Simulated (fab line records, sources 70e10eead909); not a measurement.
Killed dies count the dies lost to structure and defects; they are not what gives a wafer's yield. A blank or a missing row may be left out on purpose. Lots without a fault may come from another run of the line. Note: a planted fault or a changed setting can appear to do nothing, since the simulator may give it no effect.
Struck lot and sound lot, side by side    flow nand harc    35 out of 1159 route steps
Sound: these wafers, L382.1, L382.4, L382.5. Wafers struck: L386.2, L386.3, L386.5. The cause is named last.
For every step that has rows: the tool of each side, followed by ch and its chambers, followed by its first start. Under that, the readings that differ: sound wafers    struck wafers    difference of the means    sigmas: that difference in standard deviations of wafers without a fault.
alike: words and numbers the same on both sides, and readings whose means are apart by under 2 such deviations; not compared: readings that were withheld, readings missing a value for some wafer, numbers with overlapping values and no deviation given by the record, and bounds like >300 which may hide the same value.
A row with sigmas, a row that says differs or no value, or rows on one side alone: a step with any of these is where the two part. Non-overlapping numbers with no deviation appear without sigmas and do not part them. Lack of a reading on every wafer of one side parts them only where that side has two or more wafers.

first, 9 steps without rows for these wafers: NHARC_A_SGD_CUT_DESCUM_14 (chemistry O2, time 3 s); NHARC_A_SGD_CUT_ETCH_58 (etches the open film in CF4, target depth 39 nm, time 65 s); NHARC_A_SGD_CUT_ETCH_59 (etches the open film in N2/H2, target depth 260 nm, time 406.25 s); NHARC_A_SGD_CUT_ETCH_15 (etches the open film in CH3F/O2, target depth 75 nm, time 64.3 s); NHARC_A_SGD_CUT_ETCH_16 (etches the open film in C4F8/O2/Ar, target depth 310.5 nm, time 155.2 s); NHARC_A_SGD_CUT_STRIP_60 (strips in C4F8/O2/Ar); NHARC_A_SGD_CUT_STRIP_17 (strips in O2); NHARC_A_SGD_CUT_PRECLEAN_18 (cleans in SC1); NHARC_A_SGD_CUT_SRD_19.
NHARC_A_SGD_CUT_DEP_20: deposits SiO2, target thk 150 nm.
  sound on fcvd-01 ch 0, day 16 03:49; struck on fcvd-01 ch 0,1, day 17 23:35
then, 24 steps without rows for these wafers: NHARC_A_SGD_CUT_ANNEAL_27 (time 1800 s); NHARC_A_SGD_CUT_CMP_21 (polishes, target thk 148.19 nm); NHARC_A_SGD_CUT_SRD_23; NHARC_A_SGD_CUT_ETCH_26 (etches SiO2 in dHF, target depth 45.8 nm); NHARC_A_SGD_CUT_ETCHBACK_24 (etches the open film in CH3F/O2, target depth 50 nm, time 92.857 s); NHARC_A_SGD_CUT_STRIP_28 (strips in O2, time 20 s); NHARC_A_SLIT_DEP_25 (deposits SiO2, target thk 200 nm); NHARC_A_SLIT_DEP_00 (deposits aC, target thk 3200 nm); NHARC_A_SLIT_DEP_23 (deposits SiON, target thk 100 nm); NHARC_A_SLIT_DEHYDRATE_01 (time 120 s); NHARC_A_SLIT_HMDS_02 (time 30 s); NHARC_A_SLIT_COAT_03 (resist thk 90 nm); NHARC_A_SLIT_SOFTBAKE_04 (time 55 s); NHARC_A_SLIT_EBR_05; NHARC_A_SLIT_EXPOSE_06 (exposes mask SLIT); NHARC_A_SLIT_PEB_07 (peb time 65 s); NHARC_A_SLIT_DEVELOP_08 (develop time 35 s); NHARC_A_SLIT_DESCUM_14 (chemistry O2, time 3 s); NHARC_A_SLIT_ETCH_24 (etches the open film in CF4/CHF3, target depth 121 nm, time 60.5 s); NHARC_A_SLIT_ETCH_15 (etches the open film in O2/COS, target depth 3200 nm, time 832 s); NHARC_A_SLIT_ETCH_17 (etches the open film in C4F8/O2/Ar, time 1687.5 s, target depth 10100 nm); NHARC_A_SLIT_ETCH_26 (etches the open film in C4F8/O2/Ar, time 90 s, target depth 400 nm); NHARC_A_SLIT_STRIP_28 (strips in O2/COS); NHARC_A_SLIT_ETCH_29 (etches the open film in CF4/O2, target depth 100 nm, overetch 10 nm, time 55 s).
-- the record jumps here: 6 days lie between the struck wafers' starts before and after (it left off in module A_SLIT and takes up again in module END, whose first step shown is number 1159 of the route) --
NHARC_END_SORT_01:
  sound on prober-01 ch 0, day 22 02:04; struck on prober-02 ch 0, day 23 23:13
reading          sound     struck     difference  sigmas
killed at array  19 14 13  92 103 81  +77         +7
killed dies      20 19 14  92 105 82  +75         +6
  alike: killed at other, killed at periphery, killed open, killed short

WHERE THEY PART
NHARC_END_SORT_01 only, going by this record.

WHY: whatever the simulator had introduced
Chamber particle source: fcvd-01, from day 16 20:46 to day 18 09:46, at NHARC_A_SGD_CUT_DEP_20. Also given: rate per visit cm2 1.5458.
